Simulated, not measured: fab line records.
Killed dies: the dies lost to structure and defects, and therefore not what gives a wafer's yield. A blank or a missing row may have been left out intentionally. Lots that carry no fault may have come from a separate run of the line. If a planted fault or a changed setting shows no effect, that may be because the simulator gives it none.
Which tool is to blame? || flow nand_harc || 39 wafers from 13 lots sampled at 3 of the route's 1302 steps

## WHAT EACH GAUGE READ, for each wafer
NHARC_A_BONDPAD_OVL_MEAS_35. Usual: overlay_x_nm -1 nm, standard deviation 6.4; overlay_y_nm -1 nm, standard deviation 6.1.
{"lot": "L916", "measured": "day 23 00:52", "on": "overlay-01", "overlay_x_nm (nm)": "-11 -11 -11", "overlay_y_nm (nm)": "-10 -10 -10", "flag": ""}
{"lot": "L918", "measured": "day 23 14:47", "on": "overlay-01", "overlay_x_nm (nm)": "-1 -1 0", "overlay_y_nm (nm)": "1 2 2", "flag": ""}
{"lot": "L917", "measured": "day 23 04:26", "on": "overlay-02", "overlay_x_nm (nm)": "2 1 2", "overlay_y_nm (nm)": "-7 -7 -7", "flag": ""}
{"lot": "L919", "measured": "day 24 19:14", "on": "overlay-01", "overlay_x_nm (nm)": "0 0 0", "overlay_y_nm (nm)": "4 3 3", "flag": ""}
{"lot": "L920", "measured": "day 25 01:52", "on": "overlay-01", "overlay_x_nm (nm)": "1 2 2", "overlay_y_nm (nm)": "1 0 1", "flag": ""}
{"lot": "L921", "measured": "day 24 21:28", "on": "overlay-02", "overlay_x_nm (nm)": "4 3 3", "overlay_y_nm (nm)": "4 4 4", "flag": ""}
{"lot": "L922", "measured": "day 25 14:51", "on": "overlay-02", "overlay_x_nm (nm)": "3 4 4", "overlay_y_nm (nm)": "9 8 8", "flag": ""}
{"lot": "L924", "measured": "day 26 13:32", "on": "overlay-02", "overlay_x_nm (nm)": "-2 -2 -2", "overlay_y_nm (nm)": "1 1 1", "flag": ""}
{"lot": "L929", "measured": "day 28 17:00", "on": "overlay-01", "overlay_x_nm (nm)": "-5 -5 -5", "overlay_y_nm (nm)": "-2 -1 -2", "flag": ""}
{"lot": "L936", "measured": "day 31 03:08", "on": "overlay-02", "overlay_x_nm (nm)": "-5 -5 -5", "overlay_y_nm (nm)": "-3 -3 -3", "flag": ""}
{"lot": "L937", "measured": "day 31 17:45", "on": "overlay-01", "overlay_x_nm (nm)": "0 0 1", "overlay_y_nm (nm)": "-6 -6 -6", "flag": ""}
{"lot": "L938", "measured": "day 32 11:15", "on": "overlay-02", "overlay_x_nm (nm)": "8 8 8", "overlay_y_nm (nm)": "1 1 0", "flag": ""}
{"lot": "L939", "measured": "day 32 00:30", "on": "overlay-01", "overlay_x_nm (nm)": "-3 -3 -2", "overlay_y_nm (nm)": "-7 -6 -6", "flag": ""}

NHARC_END_SORT_01. Usual: killed_at_array 53, standard deviation 20; killed_at_other 1, standard deviation 1.2; killed_at_periphery 3.7, standard deviation 2.6; killed_dies 58, standard deviation 20; killed_open 3.5, standard deviation 1.8; killed_short 2.4, standard deviation 1.7.
{"lot": "L929", "measured": "day 30 09:56", "on": "prober-01", "killed_at_array": "126 68 64", "killed_at_other": "0 1 1", "killed_at_periphery": "2 9 1", "killed_dies": "128 78 66", "killed_open": "1 4 2", "killed_short": "1 2 4", "flag": ""}

## TOOL THAT RAN EACH LOT (tool first, then ch and the chambers of the sampled wafers, then the start)
{"lot": "L916", "NHARC_A_CHANNEL_FILL_D1_ALD_16": "ald_hk-02 ch 0,3, day 9 09:54"}
{"lot": "L918", "NHARC_A_CHANNEL_FILL_D1_ALD_16": "ald_hk-01 ch 1,2, day 9 20:04"}
{"lot": "L917", "NHARC_A_CHANNEL_FILL_D1_ALD_16": "ald_hk-02 ch 0,2,3, day 9 20:05"}
{"lot": "L919", "NHARC_A_CHANNEL_FILL_D1_ALD_16": "ald_hk-02 ch 1,3, day 11 00:10"}
{"lot": "L920", "NHARC_A_CHANNEL_FILL_D1_ALD_16": "ald_hk-02 ch 0,2, day 11 00:19"}
{"lot": "L921", "NHARC_A_CHANNEL_FILL_D1_ALD_16": "ald_hk-02 ch 0,3, day 11 12:41"}
{"lot": "L922", "NHARC_A_CHANNEL_FILL_D1_ALD_16": "ald_hk-02 ch 0,2,3, day 11 17:38"}
{"lot": "L924", "NHARC_A_CHANNEL_FILL_D1_ALD_16": "ald_hk-02 ch 1,2,3, day 12 12:34"}
{"lot": "L929", "NHARC_A_CHANNEL_FILL_D1_ALD_16": "ald_hk-01 ch 1,2, day 15 06:25"}
{"lot": "L936", "NHARC_A_CHANNEL_FILL_D1_ALD_16": "ald_hk-02 ch 1,2,3, day 17 08:07"}
{"lot": "L937", "NHARC_A_CHANNEL_FILL_D1_ALD_16": "ald_hk-02 ch 0,1,2, day 18 05:19"}
{"lot": "L938", "NHARC_A_CHANNEL_FILL_D1_ALD_16": "ald_hk-03 ch 0,1,2, day 18 10:58"}
{"lot": "L939", "NHARC_A_CHANNEL_FILL_D1_ALD_16": "ald_hk-02 ch 0,1, day 18 19:15"}
- NHARC_A_CHANNEL_FILL_D1_ALD_16: deposits SiO2, target thk 1.5 nm, pulse time 10 s, ald cycles 15.

## WHAT THE TOOLS THEMSELVES READ (means of the sampled wafers that have a number; where no wafer has one, the mark that the record gives instead)
NHARC_A_CHANNEL_FILL_D1_ALD_16. Usual: heater_power_w 478 W, standard deviation 56; precursor_pulse_height_rel 1.000, standard deviation 0.019.
{"lot": "L916", "tool": "ald_hk-02", "heater_power_w (W)": 421, "precursor_pulse_height_rel": 0.989, "flag": ""}
{"lot": "L918", "tool": "ald_hk-01", "heater_power_w (W)": 547, "precursor_pulse_height_rel": 1.000, "flag": ""}
{"lot": "L917", "tool": "ald_hk-02", "heater_power_w (W)": 447, "precursor_pulse_height_rel": 1.006, "flag": ""}
{"lot": "L919", "tool": "ald_hk-02", "heater_power_w (W)": 487, "precursor_pulse_height_rel": 0.992, "flag": ""}
{"lot": "L920", "tool": "ald_hk-02", "heater_power_w (W)": 485, "precursor_pulse_height_rel": 0.994, "flag": ""}
{"lot": "L921", "tool": "ald_hk-02", "heater_power_w (W)": 424, "precursor_pulse_height_rel": 1.007, "flag": ""}
{"lot": "L922", "tool": "ald_hk-02", "heater_power_w (W)": 457, "precursor_pulse_height_rel": 1.003, "flag": ""}
{"lot": "L924", "tool": "ald_hk-02", "heater_power_w (W)": 487, "precursor_pulse_height_rel": 0.988, "flag": ""}
{"lot": "L929", "tool": "ald_hk-01", "heater_power_w (W)": 485, "precursor_pulse_height_rel": 1.025, "flag": ""}
{"lot": "L936", "tool": "ald_hk-02", "heater_power_w (W)": 473, "precursor_pulse_height_rel": 1.016, "flag": ""}
{"lot": "L937", "tool": "ald_hk-02", "heater_power_w (W)": 473, "precursor_pulse_height_rel": 1.007, "flag": ""}
{"lot": "L938", "tool": "ald_hk-03", "heater_power_w (W)": 468, "precursor_pulse_height_rel": 0.987, "flag": ""}
{"lot": "L939", "tool": "ald_hk-02", "heater_power_w (W)": 484, "precursor_pulse_height_rel": 0.998, "flag": ""}

## THE ANSWER, worked out from the rows above alone
Rule: lot off if the mean of its wafers having a number is beyond 3 standard deviations from the usual mean. Also off: a lot with no number at a reading for which 4 or more lots have one. All remaining lots with rows at the step are treated as sound. The gauges are gone through in route order, then the tools' own readings, and for those a lot's mean is taken as printed above. The first step at which some lot is off is used, and at that step the reading that is off furthest; a lot without a number counts as furthest.
No lot is off on any of the readings shown, so nothing can be concluded from this.

## WHAT THE SIMULATOR HAD PUT IN
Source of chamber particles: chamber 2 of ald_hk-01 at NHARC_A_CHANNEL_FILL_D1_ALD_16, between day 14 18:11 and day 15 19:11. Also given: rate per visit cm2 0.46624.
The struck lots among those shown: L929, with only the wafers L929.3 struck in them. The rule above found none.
